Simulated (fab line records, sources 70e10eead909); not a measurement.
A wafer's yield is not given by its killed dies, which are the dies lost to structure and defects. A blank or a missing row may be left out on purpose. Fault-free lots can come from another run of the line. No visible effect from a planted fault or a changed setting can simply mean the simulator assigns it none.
Which of the tools did it? + flow nandHarc + 18 wafers from 6 lots sampled at 4 of the route's 1302 steps

== WHAT THE GAUGES READ, wafer by wafer ==
NHARC_END_SORT_01.
| lot  | measured     | on        | defectLimitedYield (%) |
|------|--------------|-----------|------------------------|
| L584 | day 30 04:57 | prober-01 | 58.6 60.0 61.9         |

== TOOL THAT RAN EACH LOT (tool first, then ch and the chambers of the sampled wafers, then the start) ==
| lot  | NHARC_P_M0_ECD_22             | NHARC_A_BONDPAD_CMP_19        | NHARC_THIN_TSV_DESCUM_35          |
|------|-------------------------------|-------------------------------|-----------------------------------|
| L572 | ecdCu-01 ch 0,1, day 6 14:00  | cmp-01 ch 0,1,2, day 23 15:34 | rieDiel-03 ch 0,2,3, day 24 15:43 |
| L574 | ecdCu-02 ch 1, day 7 08:18    | cmp-04 ch 0,1,3, day 23 16:47 | rieDiel-07 ch 0,2, day 24 14:44   |
| L578 | ecdCu-01 ch 0,1, day 9 09:16  | cmp-04 ch 0,2, day 26 08:24   | rieDiel-07 ch 1,2,3, day 27 04:46 |
| L580 | ecdCu-01 ch 0,1, day 9 15:44  | cmp-01 ch 1,2,3, day 26 17:56 | rieDiel-07 ch 0,2,3, day 27 18:13 |
| L584 | ecdCu-02 ch 0,1, day 12 03:45 | cmp-02 ch 0,1,2, day 28 23:35 | rieDiel-03 ch 0,3, day 29 18:31   |
| L593 | ecdCu-02 ch 1, day 15 05:38   | cmp-01 ch 0,2, day 32 07:21   | rieDiel-11 ch 0,1, day 33 02:08   |
- NHARC_P_M0_ECD_22: material Cu, target thk 400 nm.
- NHARC_A_BONDPAD_CMP_19: polishes, t overpolish 30 s, cu recess touch 16 s, target thk 169.82 nm.
- NHARC_THIN_TSV_DESCUM_35: chemistry O2, time 3 s.

== THE ANSWER, worked out from the rows above alone ==
Rule: usual is defined by the lots themselves. The widest of any qualifying gaps counts: lots, ordered by their means at a reading, are off when they make up no more than a third of the lots, leave a main group of 4 or more, and stand apart from it by 3 or more times the standard deviation of that group's means. A main group is skipped when, at the precision printed for the reading in the tables above, its means are all equal. A lot without any number at a reading at which 4 lots or more have one is off too. All remaining lots with rows at the step are treated as sound.
Across all readings shown, no lot is off: no conclusion can be drawn from this.

== WHAT THE SIMULATOR HAD INSERTED ==
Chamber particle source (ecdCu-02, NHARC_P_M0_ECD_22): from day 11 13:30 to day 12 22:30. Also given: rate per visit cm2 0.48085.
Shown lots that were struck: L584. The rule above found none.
